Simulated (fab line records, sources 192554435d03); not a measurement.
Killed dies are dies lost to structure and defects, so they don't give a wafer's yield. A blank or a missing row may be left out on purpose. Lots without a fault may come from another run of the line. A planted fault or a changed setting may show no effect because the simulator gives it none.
Chamber matching | flow n5_finfet | N5_MOL_CONTACT_COAG_DESCUM_88 on rie_diel-06: 4 sister chambers
The step chemistry O2, time 7 s. 8 wafers are shown with their chamber, then 9 later ones without.

WAFERS WITH THEIR CHAMBER
wafer  | chamber | drypump_motor_current_A (A) | showerhead_plenum_p_Torr (Torr)
L077.1 | 1       | 5.5                         | 2.09
L077.2 | 3       | 5.2                         | 2.01
L079.1 | 1       | 5.4                         | 2.09
L079.4 | 2       | 6.3                         | 1.97
L079.5 | 0       | 5.8                         | 2.18
L084.2 | 2       | 6.3                         | 1.97
L084.3 | 0       | 5.8                         | 2.17
L084.6 | 3       | 5.2                         | 2.00

WAFERS WITHOUT THEIR CHAMBER
wafer  | drypump_motor_current_A (A) | showerhead_plenum_p_Torr (Torr)
L086.3 | 5.8                         | 2.17
L086.5 | 5.4                         | 2.08
L086.6 | 5.2                         | 2.00
L092.1 | 5.2                         | 2.00
L092.2 | 5.4                         | 2.08
L092.5 | 6.3                         | 2.23
L093.1 | 5.4                         | 2.08
L093.2 | 6.3                         | 2.23
L093.5 | 6.3                         | 2.22

WHICH CHAMBER EACH WENT THROUGH
wafer  | from the rows above | in truth
L086.3 | 0                   | 0
L086.5 | 1                   | 1
L086.6 | 3                   | 3
L092.1 | 3                   | 3
L092.2 | 1                   | 1
L092.5 | 0                   | 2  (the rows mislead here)
L093.1 | 1                   | 1
L093.2 | 0                   | 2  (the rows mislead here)
L093.5 | 0                   | 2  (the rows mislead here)
Placed correctly: 6 of 9. Can't be placed from these rows: 0. Placed wrongly: 3.
How it was worked out, from the rows above alone: a wafer's distance from a chamber is the root of the sum, over the readings, of the square of ((its reading less the chamber's mean) divided by the reading's scatter). The wafer belongs to the nearest chamber; if the next one is less than 2 further off, it can't be placed. A chamber's mean is the mean of its shown wafers. The scatter: the root of (the sum of the squares of (reading less its chamber's mean) over the shown wafers, divided by (wafers less chambers)).
